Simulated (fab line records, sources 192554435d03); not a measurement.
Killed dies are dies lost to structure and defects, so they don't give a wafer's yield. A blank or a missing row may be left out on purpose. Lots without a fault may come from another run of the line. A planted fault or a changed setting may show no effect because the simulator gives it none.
Which tool did it? | flow n5_finfet | 10 lots, 30 wafers sampled, at 6 steps of a route of 1938

WHAT THE GAUGES READ, wafer by wafer
N5_BEOL_M9_INSPECT_58: inspects for defects (darkfield). Usual: raw_defect_count 73, standard deviation 24.
lot  | measured     | on                | raw_defect_count | flag
L894 | day 9 18:53  | defect_inspect-01 | 71 100 89        |
L895 | day 10 00:03 | defect_inspect-01 | 49 90 77         |
L899 | day 11 15:55 | defect_inspect-02 | 48 47 60         |
L902 | day 11 18:25 | defect_inspect-02 | 69 52 65         |
L905 | day 13 05:18 | defect_inspect-02 | 90 85 91         |
L906 | day 13 12:53 | defect_inspect-01 | 52 50 79         |
L907 | day 13 19:47 | defect_inspect-02 | 75 51 57         |
L909 | day 14 08:11 | defect_inspect-02 | 133 82 73        |
L916 | day 16 05:52 | defect_inspect-02 | 87 59 107        |
L917 | day 16 08:32 | defect_inspect-02 | 52 70 39         |

N5_BEOL_M10_THK_MEAS_01. Usual: M10_ILD_THK 268 nm, standard deviation 3.9.
lot  | measured     | on            | M10_ILD_THK (nm) | flag
L894 | day 9 20:00  | film_metro-02 | 270 271 276      |
L895 | day 10 01:10 | film_metro-01 | 269 273 273      |
L899 | day 11 16:33 | film_metro-01 | 266 270 270      |
L902 | day 11 19:03 | film_metro-02 | 265 268 274      |
L905 | day 13 05:58 | film_metro-01 | 263 269 266      |
L906 | day 13 13:32 | film_metro-01 | 272 270 276      |
L907 | day 13 20:27 | film_metro-01 | 269 271 273      |
L909 | day 14 08:49 | film_metro-01 | 265 265 271      |
L916 | day 16 06:30 | film_metro-01 | 265 265 273      |
L917 | day 16 09:10 | film_metro-01 | 271 264 268      |

N5_BEOL_M10_INSPECT_13: inspects for defects (brightfield). Usual: raw_defect_count 417, standard deviation 110.
lot  | measured     | on                | raw_defect_count | flag
L894 | day 9 21:49  | defect_inspect-02 | 420 529 360      |
L895 | day 10 04:04 | defect_inspect-02 | 238 355 329      |
L899 | day 11 17:56 | defect_inspect-01 | 377 518 525      |
L902 | day 11 21:23 | defect_inspect-01 | 421 416 1602     | OFF
L905 | day 13 07:11 | defect_inspect-02 | 1518 388 405     | OFF
L906 | day 13 14:23 | defect_inspect-01 | 316 250 348      |
L907 | day 13 21:46 | defect_inspect-02 | 321 407 357      |
L909 | day 14 10:46 | defect_inspect-02 | 480 353 305      |
L916 | day 16 07:45 | defect_inspect-01 | 506 365 481      |
L917 | day 16 10:49 | defect_inspect-02 | 319 434 461      |

N5_BEOL_M10_INSPECT_30: inspects for defects (brightfield). Usual: raw_defect_count 423, standard deviation 110.
lot  | measured     | on                | raw_defect_count | flag
L894 | day 9 22:40  | defect_inspect-01 | 449 599 397      |
L895 | day 10 08:44 | defect_inspect-02 | 242 348 328      |
L899 | day 11 20:08 | defect_inspect-01 | 407 524 511      |
L902 | day 12 00:58 | defect_inspect-01 | 439 424 1571     | OFF
L905 | day 13 09:55 | defect_inspect-02 | 1521 391 383     | OFF
L906 | day 13 16:56 | defect_inspect-02 | 289 226 311      |
L907 | day 14 00:03 | defect_inspect-02 | 330 398 359      |
L909 | day 14 14:41 | defect_inspect-02 | 491 371 332      |
L916 | day 16 09:53 | defect_inspect-01 | 493 359 491      |
L917 | day 16 12:37 | defect_inspect-02 | 318 440 440      |

WHICH TOOL RAN EACH LOT (tool, then ch and the chambers of the sampled wafers, then the start)
lot  | N5_BEOL_M10_PECVD_70            | N5_BEOL_M10_STRIP_19
L894 | pecvd-03 ch 0,2, day 9 20:02    | rie_diel-02 ch 2,3, day 9 22:14
L895 | pecvd-03 ch 0,2, day 10 01:12   | rie_diel-02 ch 0,2,3, day 10 05:22
L899 | pecvd-04 ch 1,2, day 11 16:35   | rie_diel-02 ch 0,1,3, day 11 18:22
L902 | pecvd-04 ch 0,1,2, day 11 19:05 | rie_diel-02 ch 1,3, day 11 22:04
L905 | pecvd-04 ch 0,1,2, day 13 06:00 | rie_diel-02 ch 0,3, day 13 07:38
L906 | pecvd-03 ch 0,1,2, day 13 13:35 | rie_diel-02 ch 1,3, day 13 14:53
L907 | pecvd-02 ch 1,2, day 13 20:29   | rie_diel-02 ch 1,2, day 13 22:20
L909 | pecvd-02 ch 0,1, day 14 08:52   | rie_diel-02 ch 0,1,2, day 14 11:22
L916 | pecvd-04 ch 0,1,2, day 16 06:32 | rie_diel-02 ch 0,1,2, day 16 08:10
L917 | pecvd-04 ch 1,2, day 16 09:13   | rie_diel-03 ch 1,2, day 16 11:27
- N5_BEOL_M10_PECVD_70: deposits SiO2 from TEOS/O2, target thk 20 nm, time 22.7 s.
- N5_BEOL_M10_STRIP_19: strips in O2.

WHAT THE TOOLS THEMSELVES READ (means of the sampled wafers that have a number; where no wafer has one, the mark that the record gives instead)
N5_BEOL_M10_PECVD_70. Usual: heater_power_w 730 W, standard deviation 100; rf_fwd_power_W 445.7 W, standard deviation 2.1; showerhead_plenum_p_Torr 8.78 Torr, standard deviation 0.046; throttle_valve_pct 21.8 %, standard deviation 1.
lot  | tool     | heater_power_w (W) | rf_fwd_power_W (W) | showerhead_plenum_p_Torr (Torr) | throttle_valve_pct (%) | flag
L894 | pecvd-03 | 698                | 444.0              | 8.80                            | 21.8                   |
L895 | pecvd-03 | 725                | 444.4              | 8.80                            | 21.7                   |
L899 | pecvd-04 | 734                | 445.1              | 8.77                            | 20.8                   |
L902 | pecvd-04 | 749                | 445.3              | 8.75                            | 21.1                   |
L905 | pecvd-04 | 750                | 445.3              | 8.77                            | 21.1                   |
L906 | pecvd-03 | 644                | 447.9              | 8.78                            | 22.9                   |
L907 | pecvd-02 | 783                | 444.7              | 8.79                            | 21.7                   |
L909 | pecvd-02 | 633                | 444.8              | 8.77                            | 21.3                   |
L916 | pecvd-04 | 711                | 445.5              | 8.78                            | 21.4                   |
L917 | pecvd-04 | 714                | 444.6              | 8.78                            | 21.4                   |

N5_BEOL_M10_STRIP_19. Usual: drypump_motor_current_A 5.7 A, standard deviation 0.44; oes_product_au 0.79 a.u., standard deviation 0.1; rf_vpp_V 3.7 V, standard deviation 0.54; showerhead_plenum_p_Torr 2.11 Torr, standard deviation 0.068; throttle_valve_pct 16.59 %, standard deviation 0.19.
lot  | tool        | drypump_motor_current_A (A) | oes_product_au (a.u.) | rf_vpp_V (V) | showerhead_plenum_p_Torr (Torr) | throttle_valve_pct (%) | flag
L894 | rie_diel-02 | 5.3                         | 0.70                  | 3.8          | 2.14                            | 16.96                  |
L895 | rie_diel-02 | 5.4                         | 0.71                  | 3.4          | 2.08                            | 16.84                  |
L899 | rie_diel-02 | 5.7                         | 0.70                  | 3.8          | 2.07                            | 16.68                  |
L902 | rie_diel-02 | 5.8                         | 0.71                  | 3.1          | 2.10                            | 16.69                  |
L905 | rie_diel-02 | 5.4                         | 0.69                  | 3.8          | 2.02                            | 16.74                  |
L906 | rie_diel-02 | 6.0                         | 0.88                  | 3.6          | 2.11                            | 16.38                  |
L907 | rie_diel-02 | 5.6                         | 0.94                  | 3.7          | 2.15                            | 16.54                  |
L909 | rie_diel-02 | 5.6                         | 0.96                  | 3.6          | 2.18                            | 16.40                  |
L916 | rie_diel-02 | 5.6                         | 0.89                  | 4.1          | 2.17                            | 16.44                  |
L917 | rie_diel-03 | 5.3                         | 0.76                  | 3.4          | 2.09                            | 16.57                  |

THE ANSWER, worked out from the rows above alone
Rule: a lot is off if the mean of its wafers that have a number lies more than 3 standard deviations from the usual mean. A lot without any number at a reading at which 4 lots or more have one is off too. The other lots that the step has rows for count as sound. The gauges are gone through in route order, then the tools' own readings, and for those a lot's mean is taken as printed above. The first step at which some lot is off is used, and at that step the reading that is off furthest; a lot without a number counts as furthest.
Off: L902, L905, at N5_BEOL_M10_INSPECT_13 (raw_defect_count).
A tool fits if, at a process step before that reading, it ran every lot that is off, and no sound lot after the first of them. The gauges at N5_BEOL_M10_INSPECT_13 are tried like those tools. None of those tried fits.

WHAT THE SIMULATOR HAD PUT IN
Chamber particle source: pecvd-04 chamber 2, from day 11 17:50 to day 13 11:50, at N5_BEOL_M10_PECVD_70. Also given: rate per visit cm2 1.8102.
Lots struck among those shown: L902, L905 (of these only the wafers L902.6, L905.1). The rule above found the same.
